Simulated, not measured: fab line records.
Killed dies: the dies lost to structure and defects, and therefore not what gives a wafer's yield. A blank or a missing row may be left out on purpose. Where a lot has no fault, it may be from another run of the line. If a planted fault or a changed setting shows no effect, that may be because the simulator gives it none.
Which tool did it?	flow n5 finfet	9 lots, 27 wafers sampled, at 6 steps of a route of 1938

WHAT THE GAUGES READ, wafer by wafer
N5_BEOL_M1_RS_MEAS_58: the measuring method here is four-point-probe. Usual: M1_RS 0.67 ohm/sq, standard deviation 0.033.
lot	measured	on	M1_RS (ohm/sq)	flag
L240	day 6 20:15	film metro-02	0.72 0.71 0.63	
L242	day 7 18:31	film metro-02	0.72 0.70 0.65	
L244	day 7 22:05	film metro-02	0.68 0.66 0.66	
L245	day 7 23:23	film metro-02	0.70 0.66 0.66	
L246	day 8 06:15	film metro-02	0.64 0.63 0.60	
L248	day 8 14:57	film metro-01	0.71 0.70 0.68	
L256	day 10 11:31	film metro-02	0.68 0.68 0.62	
L261	day 11 19:15	film metro-01	0.65 0.66 0.66	
L262	day 12 02:42	film metro-02	0.66 0.69 0.67	

N5_BEOL_M1_INSPECT_59: inspects for defects (darkfield). Usual: raw defect count at 71, with a standard deviation of 28.
lot	measured	on	raw defect count	flag
L240	day 6 20:16	defect inspect-01	90 128 64	
L242	day 7 18:32	defect inspect-01	82 70 42	
L244	day 7 22:07	defect inspect-01	91 98 170	
L245	day 7 23:24	defect inspect-01	56 125 74	
L246	day 8 06:17	defect inspect-01	95 82 58	
L248	day 8 14:59	defect inspect-01	55 91 79	
L256	day 10 11:32	defect inspect-01	95 77 112	
L261	day 11 19:17	defect inspect-02	65 73 32	
L262	day 12 02:44	defect inspect-02	60 78 68	

N5_BEOL_M2_OVL_MEAS_12. Usual: M2_OVL 0.4 nm, standard deviation 0.72.
lot	measured	on	M2_OVL (nm)	flag
L240	day 6 21:59	overlay-01	-0.8 -1.1 0.0	
L242	day 7 20:10	overlay-01	0.2 0.2 0.9	
L244	day 7 23:35	overlay-01	0.2 0.8 -0.1	
L245	day 8 00:32	overlay-01	1.3 0.0 -0.2	
L246	day 8 07:14	overlay-01	0.7 -0.4 -0.7	
L248	day 8 15:50	overlay-01	0.2 0.1 0.8	
L256	day 10 12:49	overlay-01	0.2 -0.7 -0.6	
L261	day 11 20:48	overlay-01	7.5 7.2 7.9	OFF
L262	day 12 04:05	overlay-01	7.2 8.2 7.5	OFF

N5_BEOL_M4_RC_MEAS_101. Usual: DIBL_N 35.8 mV/V, standard deviation 1.8; DIBL_P 35.6 mV/V, standard deviation 2; IOFF_N 0.148 nA/um, standard deviation 0.028; IOFF_P 0.20 nA/um, standard deviation 0.034; ION_N 672 uA/um, standard deviation 12; ION_P 462 uA/um, standard deviation 8.5; SS_N 71.2 mV/dec, standard deviation 0.65; SS_P 73.1 mV/dec, standard deviation 0.67; VT_N 251 mV, standard deviation 3.3; VT_P -251 mV, standard deviation 3.8.
lot	measured	on	DIBL_N (mV/V)	DIBL_P (mV/V)	IOFF_N (nA/um)	IOFF_P (nA/um)	ION_N (uA/um)	ION_P (uA/um)	SS_N (mV/dec)	SS_P (mV/dec)	VT_N (mV)	VT_P (mV)	flag
L240	day 8 02:58	prober-01	37.7 36.9 36.8	38.6 36.7 37.4	0.156 0.151 0.145	0.22 0.20 0.21	647 672 674	451 461 464	72.1 70.9 70.4	73.9 72.5 73.5	252 252 250	-247 -248 -248	
L242	day 9 00:37	prober-01	36.3 36.9 38.3	34.1 34.5 36.7	0.138 0.141 0.175	0.20 0.21 0.24	662 675 677	464 469 468	71.5 70.9 71.1	73.2 73.8 73.7	253 253 247	-248 -248 -248	
L244	day 9 04:34	prober-01	37.6 37.9 36.8	36.9 37.5 35.5	0.169 0.162 0.147	0.20 0.22 0.18	693 684 675	465 461 462	71.9 71.7 71.4	73.8 74.0 72.9	245 247 251	-252 -249 -254	
L245	day 9 11:45	prober-02	33.2 34.2 34.0	32.1 33.6 32.3	0.111 0.129 0.116	0.16 0.19 0.16	667 674 655	459 467 453	70.4 70.5 70.5	72.0 72.8 72.6	254 250 254	-256 -250 -253	
L246	day 9 10:25	prober-01	38.1 37.8 37.9	36.8 36.6 36.3	0.191 0.178 0.174	0.26 0.26 0.23	692 686 685	481 475 468	71.9 71.9 71.4	72.9 73.2 73.2	247 247 248	-244 -242 -246	
L248	day 10 02:16	prober-02	34.6 35.9 35.2	34.3 35.7 34.7	0.121 0.136 0.137	0.19 0.21 0.19	663 674 677	457 467 468	70.1 71.3 70.8	73.5 72.8 72.4	253 252 250	-249 -247 -249	
L256	day 12 00:12	prober-02	38.4 32.6 36.1	39.2 32.9 37.3	0.153 0.076 0.117	0.18 0.12 0.16	669 626 662	448 430 449	71.5 70.0 70.3	74.0 71.7 73.5	255 266 259	-254 -260 -257	
L261	day 13 18:52	prober-02	35.8 38.4 35.3	35.0 37.4 33.1	0.147 0.197 0.138	0.19 0.24 0.18	677 691 682	463 478 464	71.3 71.6 71.0	72.4 72.5 71.9	250 246 254	-248 -247 -250	
L262	day 13 22:43	prober-02	34.5 35.1 35.3	34.1 35.6 35.2	0.145 0.163 0.164	0.19 0.21 0.21	673 687 692	471 470 469	70.7 70.5 70.9	72.4 72.9 72.9	249 246 247	-249 -247 -247	

TOOL THAT RAN EACH LOT (tool first, then ch and the chambers of the sampled wafers, then the start)
lot	N5_BEOL_M2_EXPOSE_08	N5_BEOL_M2_DESCUM_16
L240	euv scanner-02 ch 0, day 6 21:50	rie diel-05 ch 0,1,3, day 6 22:28
L242	euv scanner-02 ch 0, day 7 20:00	rie diel-06 ch 0,1,3, day 7 20:14
L244	euv scanner-02 ch 0, day 7 23:26	rie diel-06 ch 1,3, day 7 23:47
L245	euv scanner-02 ch 0, day 8 00:22	rie diel-03 ch 0,2,3, day 8 01:01
L246	euv scanner-02 ch 0, day 8 07:05	rie diel-03 ch 1,2,3, day 8 07:19
L248	euv scanner-01 ch 0, day 8 15:40	rie diel-05 ch 0,1,3, day 8 16:18
L256	euv scanner-01 ch 0, day 10 12:39	rie diel-05 ch 1,2, day 10 12:55
L261	euv scanner-02 ch 0, day 11 20:38	rie diel-06 ch 0,2,3, day 11 20:53
L262	euv scanner-02 ch 0, day 12 03:55	rie diel-05 ch 0,3, day 12 04:10
- N5_BEOL_M2_EXPOSE_08: exposes mask M2.
- N5_BEOL_M2_DESCUM_16: chemistry O2, time 7 s.

AS READ BY THE TOOLS THEMSELVES (means over the sampled wafers that have a number; for cases with no such wafer, the mark the record gives instead)
N5_BEOL_M2_DESCUM_16. Usual: drypump motor current A 5.6 A, standard deviation 0.42; oes product au 0.78 a.u., standard deviation 0.095; rf fwd power W 49.42 W, standard deviation 0.19; rf vpp V 243.0 V, standard deviation 1.3; showerhead plenum p Torr 2.08 Torr, standard deviation 0.067; throttle valve pct 20.42 %, standard deviation 0.18.
lot	tool	drypump motor current A (A)	oes product au (a.u.)	rf fwd power W (W)	rf vpp V (V)	showerhead plenum p Torr (Torr)	throttle valve pct (%)	flag
L240	rie diel-05	5.4	0.81	49.58	243.1	2.07	20.44	
L242	rie diel-06	5.6	0.73	49.30	242.5	2.09	20.40	
L244	rie diel-06	6.1	0.73	49.24	242.4	2.02	20.25	
L245	rie diel-03	6.0	0.82	49.51	241.7	2.03	20.44	
L246	rie diel-03	5.7	0.88	49.41	242.7	2.07	20.46	
L248	rie diel-05	5.4	0.78	49.53	242.8	2.07	20.46	
L256	rie diel-05	5.4	0.72	49.58	242.7	2.10	20.35	
L261	rie diel-06	5.7	0.85	49.29	244.3	2.13	20.35	
L262	rie diel-05	5.4	0.81	49.46	242.4	2.05	20.52	

THE ANSWER, worked out from the rows above alone
Rule: lot off if the mean of its wafers having a number is beyond 3 standard deviations from the usual mean. Also off: a lot with no number at a reading for which 4 or more lots have one. All remaining lots with rows at the step are treated as sound. The gauges are gone through in route order, then the tools' own readings, and for those a lot's mean is taken as printed above. At the first step where some lot is off, the reading lying furthest off is the one used; lots without a number count as furthest.
Off: at N5_BEOL_M2_OVL_MEAS_12 (M2_OVL), L261, L262.
If a tool, at a process step before that reading, ran all the lots that are off and no sound lot after the first of them, it fits. The gauges at N5_BEOL_M2_OVL_MEAS_12 are tried like those tools. Can't be told from this: 2 tools fit, euv scanner-02 at N5_BEOL_M2_EXPOSE_08, overlay-01 at N5_BEOL_M2_OVL_MEAS_12.

WHAT THE SIMULATOR PUT IN
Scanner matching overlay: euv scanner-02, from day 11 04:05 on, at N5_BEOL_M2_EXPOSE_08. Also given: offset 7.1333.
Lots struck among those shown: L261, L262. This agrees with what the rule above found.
